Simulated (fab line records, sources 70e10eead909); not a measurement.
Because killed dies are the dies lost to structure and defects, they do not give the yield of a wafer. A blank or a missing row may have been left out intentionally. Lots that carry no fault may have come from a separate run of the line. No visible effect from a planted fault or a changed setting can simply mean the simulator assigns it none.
Struck lot and sound lot, side by side | flow nand_harc | 14 out of 1302 route steps
Sound: wafers L222.1, L222.2, L222.6. Struck: wafers L216.3, L216.4, L216.6. Last of all comes the cause.
For every step that has rows: the tool of each side, followed by ch and its chambers, followed by its first start. Under that, the readings that differ: sound wafers | struck wafers | difference of the means | sigmas: that difference in standard deviations of wafers without a fault.
alike: same words and numbers on both sides, and readings whose means sit less than 2 such deviations apart. not compared: any withheld reading, any reading some wafer has no value for, any bound like >300 that may hide the same value, and any number with overlapping values for which the record gives no deviation.
The two part at a step that has a row with sigmas, a row that says differs or no value, or rows on one side only. When numbers do not overlap yet have no deviation, they are printed without sigmas and do not part them. A reading that every wafer of one side lacks parts them only if that side has two wafers or more.

NHARC_P_STI_DESCUM_14: chemistry O2, time 3 s.
  sound on rie_diel-10 ch 0,2, day 9 11:09; struck on rie_diel-10 ch 0,3, day 7 02:07
  alike: drypump_motor_current_A, oes_product_au, rf_vpp_V, showerhead_plenum_p_Torr, throttle_valve_pct
  not compared: rf_hours_counter_h
NHARC_P_STI_ETCH_42: etches the open film in N2/H2, target depth 80 nm, overetch 24 nm, time 61 s.
  sound on rie_diel-10 ch 0,2,3, day 9 11:14; struck on rie_diel-10 ch 1,3, day 7 02:12
  alike: bias_w, drypump_motor_current_A, oes_product_au, rf_fwd_power_W, rf_vpp_V, showerhead_plenum_p_Torr, throttle_valve_pct
  not compared: rf_hours_counter_h
NHARC_P_STI_ETCH_31: etches the open film in CF4/CHF3, target depth 108.9 nm, time 54.5 s.
  sound on rie_diel-10 ch 1,2; struck on rie_diel-10 ch 0,2
  alike: bias_w, drypump_motor_current_A, oes_product_au, rf_fwd_power_W, rf_vpp_V, showerhead_plenum_p_Torr, throttle_valve_pct
  not compared: rf_hours_counter_h
NHARC_P_STI_ETCH_15: etches the open film in HBr/Cl2, target depth 300 nm, time 100.1 s.
  sound on rie_si-06 ch 0,3, day 9 11:26; struck on rie_si-01 ch 2,3, day 7 02:23
  alike: bias_w, drypump_motor_current_A, hbr_flow_sccm, oes_product_au, rf_fwd_power_W, throttle_valve_pct
  not compared: rf_hours_counter_h
NHARC_P_STI_CD_MEAS_16:
  sound on cd_sem-03 at day 9 11:35; struck on cd_sem-02 at day 7 02:33
  reading    | sound             | struck            | difference | sigmas
  cd_nm (nm) | 198.8 197.2 197.8 | 204.3 203.9 203.1 | +5.8       | +3
NHARC_P_STI_OCD_MEAS_17:
  sound on ocd-01 at day 9 11:40; struck on ocd-01 at day 7 02:38
  reading                | sound             | struck            | difference | sigmas
  trench_foot_cd_nm (nm) | 157.8 157.7 157.3 | 163.4 161.3 161.4 | +4.4       | +2
  alike: trench_depth_nm
then, 3 steps without rows for these wafers: NHARC_P_STI_STRIP_19 (strips in SPM, time 900 s); NHARC_P_STI_PRECLEAN_32 (cleans in SC1); NHARC_P_STI_SRD_23.
NHARC_P_STI_OCD_MEAS_43:
  sound on ocd-01 at day 9 12:11; struck on ocd-01 at day 7 03:08
  reading                | sound             | struck            | difference | sigmas
  trench_foot_cd_nm (nm) | 156.9 157.9 157.0 | 163.7 161.0 161.5 | +4.8       | +2
  alike: trench_depth_nm
then, 2 steps without rows for these wafers: NHARC_P_STI_OXIDE_33 (material SiO2, target thk 10 nm, ox time 281 s); NHARC_P_STI_HDPCVD_20 (deposits SiO2).
NHARC_P_STI_ANNEAL_34: time 1800 s.
  sound on furnace-06 ch 0, day 10 03:57; struck on furnace-03, day 7 15:20
  no value came back on the struck wafers for run_length_s (s), spike_tc_bottom_C (C); on the sound wafers run_length_s (s) reads 1812 1812 1812
NHARC_P_STI_CMP_21: polishes, t overpolish 20 s, target thk 380.67 nm.
  sound on cmp-03 ch 1,2, day 10 08:55; struck on cmp-03 ch 0,3, day 7 20:11
  alike: motor_current_A, overpolish_run_s

== WHERE THEY PART ==
Earliest at NHARC_P_STI_CD_MEAS_16; latest, in this record, at NHARC_P_STI_ANNEAL_34. Later steps at which nothing parts them and some readings are alike: NHARC_P_STI_CMP_21.

WHY: whatever the simulator had introduced
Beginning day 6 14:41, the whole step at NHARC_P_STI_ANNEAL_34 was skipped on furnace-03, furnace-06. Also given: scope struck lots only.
